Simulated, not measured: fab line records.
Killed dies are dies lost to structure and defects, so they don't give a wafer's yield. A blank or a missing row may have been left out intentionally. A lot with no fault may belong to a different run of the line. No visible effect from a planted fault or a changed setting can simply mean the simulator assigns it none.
Chamber matching ; flow nandHarc ; cmp-03 running NHARC_A_STAIRCASE_CMP_450: 4 sister chambers
The step polishes SiO2, target thk 200 nm. 4 wafers are shown with their chamber, then 11 later ones without.

## EACH WAFER AND ITS CHAMBER
wafer;chamber;motorCurrentA (A)
L090.1;3;11.7
L090.2;0;10.6
L090.3;1;11.8
L090.4;2;12.9

## WAFERS WITHOUT THEIR CHAMBER
wafer;motorCurrentA (A)
L090.5;12.3
L090.6;11.4
L093.1;11.4
L093.2;11.8
L093.3;11.1
L091.2;11.6
L091.4;11.5
L091.5;12.5
L095.3;13.0
L095.4;11.5
L095.6;11.7

## CHAMBER TAKEN BY EACH
wafer;from the rows above;in truth
L090.5;can't be placed: 1 or 2 or 3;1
L090.6;can't be placed: 3 or 1 or 0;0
L093.1;can't be placed: 3 or 1 or 0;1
L093.2;can't be placed: 1 or 3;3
L093.3;can't be placed: 0 or 3 or 1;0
L091.2;can't be placed: 3 or 1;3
L091.4;can't be placed: 3 or 1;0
L091.5;can't be placed: 2 or 1 or 3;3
L095.3;2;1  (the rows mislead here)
L095.4;can't be placed: 3 or 1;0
L095.6;can't be placed: 3 or 1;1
0 of 11 placed correctly. From these rows, 10 cannot be placed; in 8 the true chamber is one of the candidates. Wrongly placed: 1.
How it was worked out, from the rows above alone: a wafer's distance from a chamber is the root of the sum, over the readings, of the square of ((its reading less the chamber's mean) divided by the reading's scatter). If the next closest chamber is less than 2 further off than the closest, the wafer can't be placed; otherwise it belongs to the closest. A chamber's mean is the mean of its shown wafers. The scatter (one wafer shown for each chamber): square how far every hidden wafer sits from the nearest shown wafer, average those squares and take the square root.
